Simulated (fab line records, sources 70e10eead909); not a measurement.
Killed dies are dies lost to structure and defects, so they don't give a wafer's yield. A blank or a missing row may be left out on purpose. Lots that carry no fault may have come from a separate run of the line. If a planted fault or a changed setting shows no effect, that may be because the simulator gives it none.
Struck lot and sound lot, side by side ; flow nandHarc ; 14 steps out of a route of 1302
Sound: wafers L414.1, L414.3, L414.5. Struck: wafers L420.1, L420.6. (L420.3 of the same lot was not struck and is left out.) The cause comes at the end.
For every step that has rows: the tool of each side, followed by ch and its chambers, followed by its first start. Under that, the readings that differ: sound wafers ; struck wafers ; difference of the means ; sigmas: that difference in standard deviations of wafers without a fault.
alike: readings whose means differ by less than 2 such deviations, and words and numbers that are the same on both sides. not compared: withheld readings, readings that some wafer has no value for, bounds like >300 that may hide the same value, and numbers for which the record gives no deviation and whose values overlap.
A row with sigmas, a row that says differs or no value, or rows on one side alone: a step with any of these is where the two part. Numbers that don't overlap but have no deviation are shown without sigmas and don't part them. Lack of a reading on every wafer of one side parts them only where that side has two or more wafers.

NHARC_A_ONON_D2_THK_MEAS_30: measures by ellipsometry.
  struck on filmMetro-01, day 20 11:40; sound on filmMetro-01, day 18 00:11
  alike: thkNm
NHARC_A_ONON_D2_DEP_33: deposits SiO2, target thk 200 nm.
  sound on pecvd-02 ch 1,2, day 18 00:14; struck on pecvd-02 ch 0,1, day 20 11:43
  alike: flowSccm, heaterPowerW, throttleValvePct
NHARC_A_ONON_D2_THK_MEAS_34: measures by ellipsometry.
  struck on filmMetro-02, day 20 12:08; sound on filmMetro-01, day 18 00:47
  alike: thkNm
NHARC_A_ONON_D2_INSPECT_32:
  struck on defectInspect-02, day 20 12:11; sound on defectInspect-02, day 18 00:51
reading;sound;struck;difference;sigmas
rawDefectCount;1322 1194 1297;581 355;-803;-3
NHARC_A_CHANNEL_HOLE_D2_DEP_00: deposits aC, target thk 3100 nm.
  sound on aclDep-01 ch 0, day 18 01:36; struck on aclDep-03 ch 0, day 20 12:31
  alike: throttleValvePct
NHARC_A_CHANNEL_HOLE_D2_DEP_01: deposits SiON, target thk 140 nm.
  sound on pecvd-01 ch 0,1,2, day 18 03:32; struck on pecvd-02 ch 0, day 20 14:28
  alike: heaterPowerW
then, 5 steps without rows for these wafers: NHARC_A_CHANNEL_HOLE_D2_DEHYDRATE_02 (time 120 s); NHARC_A_CHANNEL_HOLE_D2_HMDS_03 (time 30 s); NHARC_A_CHANNEL_HOLE_D2_COAT_36 (time 75 s); NHARC_A_CHANNEL_HOLE_D2_COAT_37 (time 65 s); NHARC_A_CHANNEL_HOLE_D2_COAT_04 (resist thk 90 nm).
NHARC_A_CHANNEL_HOLE_D2_SOFTBAKE_05: time 55 s.
  sound on lithoTrack-04 ch 0, day 18 03:00; struck on lithoTrack-04 ch 0, day 20 14:00
reading;sound;struck;difference;sigmas
heaterPowerTotalW (W);188.37 188.30 188.55;323.02 323.16;+134.68;+99 or more
then, 2 steps without rows for these wafers: NHARC_A_CHANNEL_HOLE_D2_EBR_06; NHARC_END_SORT_01.

== WHERE THEY PART ==
First at NHARC_A_ONON_D2_INSPECT_32; last, within this record, at NHARC_A_CHANNEL_HOLE_D2_SOFTBAKE_05.

WHY: the cause the simulator had injected
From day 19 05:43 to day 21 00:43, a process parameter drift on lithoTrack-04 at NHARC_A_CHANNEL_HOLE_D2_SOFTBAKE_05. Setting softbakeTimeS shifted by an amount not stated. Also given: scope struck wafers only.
